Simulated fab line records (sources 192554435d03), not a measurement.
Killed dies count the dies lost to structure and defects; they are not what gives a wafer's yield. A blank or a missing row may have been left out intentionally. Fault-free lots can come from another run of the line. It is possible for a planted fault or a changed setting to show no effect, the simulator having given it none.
Problem report in the 8D (eight disciplines) form, filled by code :: flow n5 finfet :: the parts of the form that need people (team, actions taken, sign-off) are left out

== 1. PROBLEM STATEMENT ==
Wafers without a fault read 66.36 s, standard deviation 0.24; run length s at N5_BEOL_M2_COAT_61 reads a mean of 48.66 s on 4 wafers belonging to 3 lots. That puts it -74 standard deviations away from the usual mean.
The step: time 60 s, resist thk 60 nm.
Earliest sighting: wafer L378.6 on litho track-05 at day 8 08:22. Wafers with a number at this step in the record: 31, from 11 lots. The rule behind "out" and "out of limits": a value lying over 4 standard deviations away from the usual mean. All remaining wafers that have a number are taken as sound.

== 2. WHAT IT IS, WHAT IT ISN'T ==
question: which readings at this step
is: run length s, heater power total W
is not: -

question: which lots
is: L378, L382, L383
is not: L377, L388, L389, L392, L394, L395, L398, L399

question: which wafers of those lots
is: L378.6, L382.6, L383.5, L383.6
is not: L378.2, L378.4, L382.3

question: read on which tools
is: litho track-05
is not: litho track-01, litho track-02

question: when
is: from day 8 08:22
is not: up to then (5 sound wafers); but 22 sound wafers of L382, L388, L389, L392, L394, L395, L398, L399 came after

== 3. WHAT RULES OUT EACH SUSPECT ==
Counting: a tool at a process step up to the reading stays a suspect if it ran every lot that is out. Sound lots after the first of them don't rule it out here, since some wafers of a struck lot are sound.
- litho track-05 at N5_BEOL_M2_COAT_61 (time 60 s, resist thk 60 nm): kept. Ran every lot that is out, first one L378 (day 8 08:22); last sound lot up to then L377 (day 7 12:31). Its own readings are out on those wafers: heater power total W, run length s.
Remaining after the count: litho track-05 at N5_BEOL_M2_COAT_61.

== 4. THE CAUSE (what the simulator had put in) ==
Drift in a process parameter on litho track-05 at N5_BEOL_M2_COAT_61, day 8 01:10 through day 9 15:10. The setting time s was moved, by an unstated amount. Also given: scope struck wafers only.
This tool alone remained once counting was done.

== 5. SEQUENCE OF EFFECTS, ordered by route ==
Rows list readings where the struck wafers' mean (over those with a number) sits beyond 3 standard deviations from the usual. Scope: only readings with a usual standard deviation given in the record; hours: median across lots of the time from each lot's start at the first step in this table that gives one to its start at this step; sigmas: change in usual standard deviations.
hours: 0
step: N5_BEOL_M2_COAT_61
reading: heater power total W
usual: 500.5 W
on struck wafers: 615.4
change: +114.9
sigmas: +64

hours: 0
step: N5_BEOL_M2_COAT_61
reading: run length s
usual: 66.36 s
on struck wafers: 48.66
change: -17.70
sigmas: -74
Process steps it contains:
- N5_BEOL_M2_COAT_61: time 60 s, resist thk 60 nm.
Later measuring or inspecting steps at which every struck wafer that the step has a row for has a number for every such reading, and none has moved that far: N5_BEOL_M4_RC_MEAS_101.

== 6. WHAT WOULD HAVE CAUGHT IT SOONER ==
First out-of-limits reading in this record: day 8 08:22, which is 7 hours after fault onset at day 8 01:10.
